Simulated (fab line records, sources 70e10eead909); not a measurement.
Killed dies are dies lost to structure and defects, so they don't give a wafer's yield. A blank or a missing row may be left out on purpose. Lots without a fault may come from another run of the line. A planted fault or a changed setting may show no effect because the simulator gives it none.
fab line records | flow nand_harc | part 2 of 2: steps 25 to 36 of 36
record lots=5 wafers=15 last_day=24
route steps=1159 shown A_SGD_CUT@752 A_SLIT@779
lots that met no fault: from a run of the same line without faults
start_h: hours from the record's first day to the start of the lot's first wafer shown | wait_h: hours since the lot's step before | " the same as in the row above | L1.1+2: a row that stands for several wafers | - no value, or no start given | * or withheld: withheld | < > ~ a bound
route shown NAME@n: a module of which the file shows steps, and the number in the route of the first | usual: mean/standard deviation of fault-free wafers | same: alike in all rows | chamber/n: place in a boat | sites: the reading at each site | _std_site: their standard deviation | _edge_site: outer sites' mean less inner sites' | radius_mm: how far each site lies from the wafer's centre | mask NAME#n: copy n | behind: the tool/chamber that last shaped the wafer | hold: why the lot was held/for how many hours/how that ended | device: the transistor (n, p or np) that didn't switch | end of line: the same wafers' tests at the end of the route | a step without rows: its recipe alone | killed: dies lost to structure and defects at the first sort, not the wafer's yield | map: a wafer's dies, x killed, . not, _ none there
set.NAME: the setting as run; set.NAME@STEP: as run at that earlier step | model.NAME: the simulator's own value behind a step, which no gauge read
lots at some steps of the route; a table a step, a row a wafer
services: from which hour (start_h, from the record's first day; less than 0 if before it) a tool's chamber was out of use, for how many hours, and why
## steps
# step NHARC_A_SGD_CUT_ETCHBACK_24
# recipe target_depth_a=500 over_etch_frac=0.3 time_s=92.857 ion_energy_ev=120 ch3f_flow_sccm=50 o2_flow_sccm=30 ar_flow_sccm=200 rf_w=500 bias_w=100 chemistry=CH3F/O2
# usual drypump_motor_current_A=5.6/0.57 oes_product_au=0.97/0.034 rf_vpp_V=244.2/1.8 showerhead_plenum_p_Torr=2.45/0.11 throttle_valve_pct=20.664/0.0086
# columns lot.wafer tool chamber start_h wait_h drypump_motor_current_A oes_product_au rf_hours_counter_h rf_vpp_V showerhead_plenum_p_Torr throttle_valve_pct
L077.3 rie_diel-08 2 330.19 0.1 5.0 1.00 2 246.5 2.57 20.652
L077.5 " 1 " " 6.3 0.98 - 243.5 2.47 20.663
L077.6 " 2 " " 5.0 1.00 - 246.0 2.57 20.660
L089.3 rie_diel-05 0 395.46 0.2 4.9 0.91 3 240.9 2.31 20.659
L089.2 " 1 " " 4.7 0.95 3 241.8 2.30 20.666
L089.1 " 2 " " 5.2 0.95 4 247.6 2.64 20.666
L088.4 rie_diel-08 3 404.35 0.1 5.8 0.99 10 244.7 2.59 20.669
L088.2 " 0 " " 6.1 0.98 9 244.7 2.45 20.661
L088.5 " 3 " " 5.8 0.99 - 245.8 2.59 20.668
L091.2 rie_diel-04 3 404.47 0.2 6.6 1.00 12 243.3 2.34 20.678
L091.6 " 1 " " 5.6 1.00 - 242.2 2.34 20.660
L091.5 " 2 " " 5.4 1.00 - 245.2 2.51 20.656
L095.2 rie_diel-05 1 442.46 0.1 4.7 0.92 7 241.6 2.30 20.671
L095.1 " 0 " " 4.9 0.92 5 242.7 2.31 20.673
L095.5 " 2 " " 5.2 0.94 - 247.5 2.64 20.672
# step NHARC_A_SGD_CUT_STRIP_28
# recipe time_s=20 o2_flow_sccm=500 ar_flow_sccm=0 bias_w=0 chemistry=O2
# usual drypump_motor_current_A=5.6/0.57 oes_product_au=0.999/0.011 rf_vpp_V=57.7/0.92 showerhead_plenum_p_Torr=3.50/0.15 throttle_valve_pct=17.037/0.009
# columns lot.wafer tool chamber start_h wait_h drypump_motor_current_A oes_product_au rf_hours_counter_h rf_vpp_V showerhead_plenum_p_Torr throttle_valve_pct
L077.3 rie_diel-08 3 - - 5.8 0.990 2 57.7 3.71 17.024
L077.6 " 3 " " 5.8 0.997 - 56.5 3.71 17.040
L077.5 " 0 " " 6.1 0.983 - 57.5 3.53 17.021
L089.1 rie_diel-05 1 395.63 0.1 4.7 1.013 3 56.1 3.31 17.033
L089.3 " 2 " " 5.2 1.004 4 59.9 3.78 17.034
L089.2 " 0 " " 4.9 0.985 3 58.4 3.32 17.027
L088.4 rie_diel-08 0 - - 6.1 1.002 10 57.5 3.52 17.045
L088.2 " 1 " " 6.3 0.997 9 57.6 3.53 17.046
L088.5 " 0 " " 6.1 0.980 - 56.7 3.52 17.050
L091.2 rie_diel-04 3 - - 6.7 1.000 12 56.7 3.36 17.032
L091.6 " 3 " " 6.6 1.007 - 57.7 3.36 17.046
L091.5 " 0 " " 6.0 1.003 - 56.9 3.39 17.036
L095.2 rie_diel-05 1 - - 4.7 1.010 7 58.4 3.31 17.036
L095.1 " 0 " " 4.9 0.981 5 57.3 3.32 17.038
L095.5 " 2 " " 5.2 1.007 - 59.1 3.77 17.033
# step NHARC_A_SGD_CUT_INSPECT_25
# usual raw_defect_count=319/84
# columns lot.wafer tool chamber start_h wait_h raw_defect_count
L077.3 defect_inspect-02 - 330.42 - 296
L077.5 " - " " 278
L077.6 " - " " 282
L089.1 defect_inspect-01 - 395.74 - 370
L089.2 " - " " 290
L089.3 " - " " 321
L088.2 defect_inspect-01 - 404.59 - 306
L088.4 " - " " 453
L088.5 " - " " 415
L091.2 defect_inspect-01 - 404.68 - 247
L091.5 " - " " 215
L091.6 " - " " 500
L095.1 defect_inspect-01 - 442.70 - 385
L095.2 " - " " 394
L095.5 " - " " 207
# step NHARC_A_SLIT_DEP_25
# recipe target_thk_a=2000 temp_c=400 pressure_torr=6.5 rf_w=900 teos_flow_sccm=161.4 flow_sccm=2650 target_thk_nm=200 gas=O2 material=SiO2
# usual heater_power_w=515/69 throttle_valve_pct=15.8/0.44
# columns lot.wafer tool chamber start_h wait_h heater_power_w throttle_valve_pct
L077.3 pecvd-02 0 330.57 0.1 453 15.7
L077.5 " 2 " " 568 15.5
L077.6 " 0 " " 450 15.7
L089.3 pecvd-03 0 395.80 0.1 528 16.2
L089.1 " 1 " " 522 15.4
L089.2 " 2 " " 667 15.4
L088.2 pecvd-03 0 404.73 0.1 453 16.4
L088.4 " 2 " " 656 15.5
L088.5 " 0 " " 475 16.2
L091.2 pecvd-01 0 404.82 0.1 494 16.0
L091.5 " 0 " " 507 15.9
L091.6 " 2 " " 528 16.3
L095.2 pecvd-03 2 442.85 0.2 658 15.5
L095.1 " 0 " " 571 16.5
L095.5 " 2 " " 667 15.8
# step NHARC_A_SLIT_DEP_00
# recipe target_thk_a=32000 temp_c=400 material=aC
# usual throttle_valve_pct=35.001/0.0093
# columns lot.wafer tool chamber start_h wait_h throttle_valve_pct
L077.3 acl_dep-03 0 331.47 - 34.999
L077.5 " 0 " " 35.005
L077.6 " 0 " " 34.988
L089.1 acl_dep-01 0 396.14 - 35.002
L089.2 " 0 " " 34.996
L089.3 " 0 " " 35.000
L088.2 acl_dep-03 0 405.38 - 34.998
L088.4 " 0 " " 35.002
L088.5 " 0 " " 35.005
L091.2 acl_dep-02 0 405.60 - 35.016
L091.5 " 0 406.60 - 34.992
L091.6 " 0 " " 35.004
L095.1 acl_dep-02 0 444.39 - 34.983
L095.2 " 0 " " 34.991
L095.5 " 0 " " 35.016
# step NHARC_A_SLIT_DEP_23
# recipe target_thk_a=1000 target_thk_nm=100 temp_c=400 pressure_torr=3.5 flow_sccm=200 rf_w=350 material=SiON
# usual heater_power_w=699/68
# columns lot.wafer tool chamber start_h wait_h heater_power_w
L077.3 pecvd-02 2 332.78 1.0 738
L077.5 " 0 " " 539
L077.6 " 1 " " 741
L089.1 pecvd-02 2 398.11 1.6 730
L089.3 " 0 " " 634
L089.2 " 1 " " 654
L088.2 pecvd-02 1 407.03 1.3 593
L088.5 " 1 " " 591
L088.4 " 0 " " 618
L091.2 pecvd-02 0 407.34 1.4 637
L091.6 " 2 " " 654
L091.5 " 0 " " 639
L095.1 pecvd-01 2 446.36 1.6 747
L095.2 " 1 " " 761
L095.5 " 2 " " 753
# step NHARC_A_SLIT_DEHYDRATE_01
# recipe temp_c=150 time_s=120
# usual heater_power_total_W=182.5/1.3
# columns lot.wafer tool chamber start_h wait_h heater_power_total_W
L077.3 litho_track-01 0 333.05 0.2 181.0
L077.5 " 0 " " 183.8
L077.6 " 0 " " 181.3
L089.1 litho_track-01 0 398.38 0.2 180.9
L089.2 " 0 " " 182.8
L089.3 " 0 " " 183.2
L088.2 litho_track-06 0 407.30 0.2 182.7
L088.4 " 0 " " 181.0
L088.5 " 0 " " 181.3
L091.2 litho_track-01 0 407.55 0.2 183.3
L091.5 " 0 " " 182.9
L091.6 " 0 " " 180.5
L095.1 litho_track-06 0 446.63 0.2 183.1
L095.2 " 0 " " 181.0
L095.5 " 0 " " 183.0
# step NHARC_A_SLIT_HMDS_02
# recipe time_s=30
# columns lot.wafer tool chamber start_h wait_h
L077.3+5+6 litho_track-01 0 - -
L089.1+2+3 litho_track-01 0 - -
L088.2+4+5 litho_track-06 0 - -
L091.2+5+6 litho_track-01 0 - -
L095.1+2+5 litho_track-06 0 - -
# step NHARC_A_SLIT_COAT_03
# recipe spin_rpm=1500 resist_thk_nm=90
# columns lot.wafer tool chamber start_h wait_h
L077.3+5+6 litho_track-01 0 - -
L089.1+2+3 litho_track-01 0 - -
L088.2+4+5 litho_track-06 0 - -
L091.2+5+6 litho_track-01 0 - -
L095.1+2+5 litho_track-06 0 - -
# step NHARC_A_SLIT_SOFTBAKE_04
# recipe temp_c=105 time_s=55
# usual heater_power_total_W=188.46/0.15
# columns lot.wafer tool chamber start_h wait_h heater_power_total_W
L077.3 litho_track-01 0 - - 188.47
L077.5 " 0 " " 188.72
L077.6 " 0 " " 188.62
L089.1 litho_track-01 0 - - 188.45
L089.2 " 0 " " 188.40
L089.3 " 0 " " 188.53
L088.2 litho_track-06 0 - - 188.56
L088.4 " 0 " " 188.73
L088.5 " 0 " " 188.31
L091.2 litho_track-01 0 - - 188.40
L091.5 " 0 " " 188.53
L091.6 " 0 " " 188.20
L095.1 litho_track-06 0 - - 188.44
L095.2 " 0 " " 188.33
L095.5 " 0 " " 188.79
# step NHARC_A_SLIT_EBR_05
# columns lot.wafer tool chamber start_h wait_h
L077.3+5+6 litho_track-01 0 - -
L089.1+2+3 litho_track-01 0 - -
L088.2+4+5 litho_track-06 0 - -
L091.2+5+6 litho_track-01 0 - -
L095.1+2+5 litho_track-06 0 - -
# step NHARC_A_SLIT_EXPOSE_06
# recipe na=1.35 dose_mj=60.82 mask_id=SLIT
# columns lot.wafer tool chamber start_h wait_h mask
L077.3+5+6 arfi_scanner-01 0 333.20 - SLIT#0
L089.1+2+3 arfi_scanner-02 0 398.65 - SLIT#0
L088.2+4+5 arfi_scanner-03 0 407.57 - SLIT#0
L091.2+5+6 arfi_scanner-02 0 407.95 - SLIT#0
L095.1+2+5 arfi_scanner-02 0 446.89 - SLIT#0
## services
# columns tool chamber start_h hours kind
rie_diel-08 - 301.71 1.1 repair
rie_diel-08 - 302.85 9.0 pm
litho_track-04 - 316.00 7.0 pm
rie_diel-05 1 318.65 1.5 repair
pecvd-02 - 334.22 13.0 pm
wet_bench-04 - 339.20 8.0 pm
rie_diel-05 - 340.60 9.0 pm
arfi_scanner-02 - 347.81 1.6 repair
rie_diel-04 - 354.03 0.4 repair
arfi_scanner-02 - 355.13 3.6 repair
rie_diel-05 0 369.69 4.2 repair
rie_diel-08 2 372.56 9.2 repair
rie_diel-08 1 385.48 2.0 repair
rie_diel-04 - 388.29 0.5 repair
wet_bench-01 - 389.60 8.0 pm
rie_diel-05 3 392.92 21.0 repair
wet_bench-04 - 397.61 3.3 repair
rie_diel-05 0 403.87 19.4 repair
wet_bench-01 - 411.33 1.5 repair
rie_diel-04 1 423.46 4.2 repair
arfi_scanner-02 - 428.00 4.0 pm
rie_diel-04 3 428.64 5.6 repair
wet_bench-04 - 439.21 1.1 repair
litho_track-01 - 443.00 7.0 pm
